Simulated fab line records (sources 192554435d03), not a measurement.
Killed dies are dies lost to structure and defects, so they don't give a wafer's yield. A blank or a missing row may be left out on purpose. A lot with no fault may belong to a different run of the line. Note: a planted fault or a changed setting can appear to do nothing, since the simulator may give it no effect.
Which tool did it? ; flow n5-finfet ; 32 wafers sampled from 11 lots at 1 step of a route of 1938

WHAT THE GAUGES SHOWED, per wafer
N5_BEOL_M15_INSPECT_30: inspects for defects (macro).
lot;measured;on;raw-defect-count
L806;day 12 13:59;defect-inspect-01;0 4 2
L805;day 12 19:28;defect-inspect-02;1 2
L807;day 12 20:04;defect-inspect-01;2 3 2
L810;day 13 15:15;defect-inspect-02;2 4 3
L814;day 15 03:02;defect-inspect-01;0 2 3
L821;day 16 16:56;defect-inspect-01;1 1 0
L820;day 16 18:09;defect-inspect-01;1 0 3
L822;day 16 18:11;defect-inspect-02;2 2 3
L823;day 17 11:48;defect-inspect-01;5 1 1
L826;day 17 20:49;defect-inspect-01;4 0 5
L825;day 17 23:43;defect-inspect-02;1 3 2

TOOL THAT RAN EACH LOT (tool first, then ch and the chambers of the sampled wafers, then the start)
There is no process step in the record ahead of these readings.

AS READ BY THE TOOLS THEMSELVES (means over the sampled wafers that have a number; for cases with no such wafer, the mark the record gives instead)
The record holds no such reading with a usual standard deviation.

THE ANSWER, worked out from the rows above alone
Rule: the lots themselves supply what counts as usual. The widest of any qualifying gaps counts: lots, ordered by their means at a reading, are off when they make up no more than a third of the lots, leave a main group of 4 or more, and stand apart from it by 3 or more times the standard deviation of that group's means. If all means in a main group match to the digits the tables above print for the reading, that group is not used. Also off: a lot with no number at a reading for which 4 or more lots have one. All remaining lots with rows at the step are treated as sound. Order of review: gauges by route order, followed by the tools' own readings, for which a lot's mean as printed above is used. The first step at which some lot is off is used, and at that step the reading that is off furthest; a lot without a number counts as furthest.
Across all readings shown, no lot is off: no conclusion can be drawn from this.

WHAT WAS PUT IN BY THE SIMULATOR
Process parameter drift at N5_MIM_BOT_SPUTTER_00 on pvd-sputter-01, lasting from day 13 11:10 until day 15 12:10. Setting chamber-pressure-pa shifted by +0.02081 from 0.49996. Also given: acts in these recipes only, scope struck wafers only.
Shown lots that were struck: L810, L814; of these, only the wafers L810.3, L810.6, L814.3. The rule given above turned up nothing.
